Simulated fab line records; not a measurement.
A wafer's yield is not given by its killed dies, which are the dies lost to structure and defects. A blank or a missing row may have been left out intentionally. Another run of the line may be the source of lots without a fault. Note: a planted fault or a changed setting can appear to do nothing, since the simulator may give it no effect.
Matching of chambers | flow n5_finfet | N5_FIN_SAQP_ETCH_57 on rie_diel-06 has 4 sister chambers
The step etches SiNx in CH3F/O2, target depth 32.5 nm, time 46.4 s. 8 wafers are shown with their chamber, then 9 later ones without.

WAFERS WITH THEIR CHAMBER
wafer  | chamber | throttle_valve_pct (%) | oes_product_au (a.u.)
L082.2 | 2       | 16.17                  | 0.82
L084.1 | 1       | 16.72                  | 0.58
L084.2 | 2       | 16.18                  | 0.80
L086.2 | 1       | 16.73                  | 0.58
L086.5 | 3       | 16.48                  | 0.63
L088.1 | 3       | 16.50                  | 0.62
L088.3 | 0       | 16.32                  | 0.63
L088.4 | 0       | 16.32                  | 0.62

WAFERS MISSING THEIR CHAMBER
wafer  | throttle_valve_pct (%) | oes_product_au (a.u.)
L091.2 | 16.36                  | 0.63
L091.5 | 16.48                  | 0.62
L091.6 | 16.33                  | 0.62
L092.1 | 16.23                  | 0.81
L092.4 | 16.34                  | 0.62
L092.6 | 16.22                  | 0.76
L094.1 | 16.25                  | 0.79
L094.2 | 16.20                  | 0.74
L094.6 | 16.21                  | 0.74

THE CHAMBER EACH PASSED THROUGH
wafer  | from the rows above | in truth
L091.2 | 0                   | 0
L091.5 | 3                   | 3
L091.6 | 0                   | 0
L092.1 | 2                   | 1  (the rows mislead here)
L092.4 | 0                   | 0
L092.6 | 2                   | 2
L094.1 | 2                   | 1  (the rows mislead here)
L094.2 | 2                   | 2
L094.6 | 2                   | 2
Correct placement for 7 of the 9. Number that these rows cannot place: 0. Wrongly placed: 2.
How it was worked out, from the rows above alone: a wafer's distance from a chamber is the root of the sum, over the readings, of the square of ((its reading less the chamber's mean) divided by the reading's scatter). The wafer belongs to the nearest chamber; if the next one is less than 2 further off, it can't be placed. For every chamber, the mean is computed from those of its wafers that are shown. How the scatter is found: for the shown wafers, subtract from each reading the mean of its chamber, square and add these, divide the total by (wafers less chambers), then take the root.
